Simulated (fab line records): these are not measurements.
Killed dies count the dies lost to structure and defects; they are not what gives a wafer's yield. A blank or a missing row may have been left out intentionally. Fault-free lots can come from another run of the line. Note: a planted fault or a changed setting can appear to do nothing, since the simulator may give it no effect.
A lot that was struck, set against a sound lot ; flow nand harc ; 12 out of 1302 route steps
Sound: wafers L593.3, L593.5, L593.6. Wafers struck: L596.3, L596.4, L596.5. At the end, the cause is stated.
Order at every step that has rows: each side's tool, ch and its chambers, its first start. Under that, the readings that differ: sound wafers ; struck wafers ; difference of the means ; sigmas: that difference in standard deviations of wafers without a fault.
alike: a reading whose means differ by less than 2 such deviations, as well as words and numbers matching on both sides. not compared: withheld readings; readings where some wafer has no value; bounds like >300 that might hide an equal value; numbers whose values overlap and for which the record gives no deviation.
Wherever a step has rows on one side only, a row that says differs or no value, or a row with sigmas, the two part there. Numbers that have no deviation but don't overlap get no sigmas and don't part them. A reading missing from all wafers of one side parts the sides only when that side holds two or more wafers.

NHARC_A_SLIT_CD_MEAS_21:
  struck on cd sem-03, day 21 11:57; sound on cd sem-02, day 21 08:17
  alike: cd nm
then, 3 steps without rows for these wafers: NHARC_A_SIN_REMOVE_WET_00 (chemistry H3PO4, time 15300 s); NHARC_A_SIN_REMOVE_PRECLEAN_01 (cleans in SC1); NHARC_A_SIN_REMOVE_SRD_02.
NHARC_A_SIN_REMOVE_INSPECT_04:
  struck on defect inspect-01, day 21 18:33; sound on defect inspect-02, day 21 14:52
  alike: raw defect count
NHARC_A_WL_FILL_ALD_00: deposits Al2O3, target thk 3 nm, pulse time 3 s, ald cycles 30.
  sound on ald hk-03 ch 0,2,3, day 21 14:59; struck on ald hk-01 ch 0,1, day 21 18:37
  alike: heater power w, precursor pulse height rel
NHARC_A_WL_FILL_RTA_01: time 5 s.
  sound on rtp anneal-01 ch 0, day 21 15:15; struck on rtp anneal-02 ch 0, day 21 18:57
reading;sound;struck;difference;sigmas
lamp power pct (%);29.3 29.3 29.3;27.2 27.2 27.2;-2.1;-2
  alike: lamp_zone_7_pct, wafer_temp_C_max
NHARC_A_WL_FILL_ALD_02: deposits TiN, target thk 2 nm, pulse time 3 s, ald cycles 100.
  sound on ald metal-03 ch 2,3, day 21 15:25; struck on ald metal-02 ch 1,2,3, day 21 19:08
  alike: heater power w, precursor pulse height rel
NHARC_A_WL_FILL_CVD_03: deposits W, target thk 40 nm, time 279 s.
  sound on cvd w-01 ch 0,1, day 21 16:17; struck on cvd w-02 ch 0,1, day 21 19:39
  alike: heater power w, throttle valve pct
then, 1 step without rows for these wafers: NHARC_A_WL_FILL_ETCHBACK_04 (etches the open film in NF3, target depth 60 nm, time 120 s).
NHARC_A_WL_FILL_ETCHBACK_05: etches the open film in Cl2/BCl3, target depth 22 nm, time 60 s.
  sound on rie metal-03 ch 0,1, day 21 16:46; struck on rie metal-02 ch 0,1, day 21 20:11
  no value came back on the struck wafers for chamber pressure mTorr (mTorr), drypump motor current A (A), oes product au (a.u.); on the sound wafers chamber pressure mTorr (mTorr) reads 10.000 9.996 10.002
  not compared: rf hours counter h
NHARC_A_WL_FILL_STRIP_27: strips in N2/H2, time 20 s.
  sound on plasma asher-02 ch 0,1, day 21 16:57; struck on plasma asher-02 ch 0,1, day 21 20:21
  alike: drypump motor current A, heater power w
  not compared: rf hours counter h

## WHERE THEY PART
First at NHARC_A_WL_FILL_RTA_01; last, within this record, at NHARC_A_WL_FILL_ETCHBACK_05. Later steps at which nothing parts them and some readings are alike: NHARC_A_WL_FILL_STRIP_27.

WHY: what the simulator had put in
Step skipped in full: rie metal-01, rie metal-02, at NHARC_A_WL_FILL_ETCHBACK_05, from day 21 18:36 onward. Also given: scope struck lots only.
